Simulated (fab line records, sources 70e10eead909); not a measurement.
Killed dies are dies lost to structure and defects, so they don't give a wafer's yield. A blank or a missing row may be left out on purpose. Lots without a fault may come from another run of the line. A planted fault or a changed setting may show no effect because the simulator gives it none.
Chamber matching | flow nand_harc | NHARC_P_CONTACT_ALD_22 on ald_metal-04: 4 sister chambers
The step deposits TiN, target thk 3 nm, pulse time 1 s, ald cycles 150. 8 wafers are shown with their chamber, then 10 later ones without.

WAFERS WITH THEIR CHAMBER
wafer  | chamber | heater_power_w (W) | precursor_pulse_height_rel
L079.2 | 2       | 1175               | 1.009
L082.4 | 2       | 1183               | 0.989
L082.6 | 0       | 1055               | 0.996
L087.2 | 3       | 929                | 0.961
L087.3 | 0       | 1062               | 0.978
L087.4 | 1       | 1197               | 1.006
L086.3 | 1       | 1202               | 0.987
L086.4 | 3       | 915                | 1.005

WAFERS WITHOUT THEIR CHAMBER
wafer  | heater_power_w (W) | precursor_pulse_height_rel
L086.5 | 1205               | 1.030
L092.1 | 970                | 1.028
L092.2 | 1199               | 1.002
L092.4 | 1210               | 1.016
L094.1 | 1195               | 1.016
L094.4 | 1089               | 1.005
L094.6 | 1191               | 0.994
L095.2 | 1175               | 1.004
L095.3 | 1112               | 0.979
L095.6 | 1102               | 0.986

WHICH CHAMBER EACH WENT THROUGH
wafer  | from the rows above     | in truth
L086.5 | 1                       | 1
L092.1 | 3                       | 3
L092.2 | 1                       | 1
L092.4 | 1                       | 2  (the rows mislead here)
L094.1 | can't be placed: 1 or 2 | 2
L094.4 | 0                       | 0
L094.6 | can't be placed: 1 or 2 | 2
L095.2 | 2                       | 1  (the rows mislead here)
L095.3 | 0                       | 0
L095.6 | 0                       | 0
Placed correctly: 6 of 10. Can't be placed from these rows: 2 (the true chamber is among the candidates in 2). Placed wrongly: 2.
How it was worked out, from the rows above alone: a wafer's distance from a chamber is the root of the sum, over the readings, of the square of ((its reading less the chamber's mean) divided by the reading's scatter). The wafer belongs to the nearest chamber; if the next one is less than 2 further off, it can't be placed. A chamber's mean is the mean of its shown wafers. The scatter: the root of (the sum of the squares of (reading less its chamber's mean) over the shown wafers, divided by (wafers less chambers)).
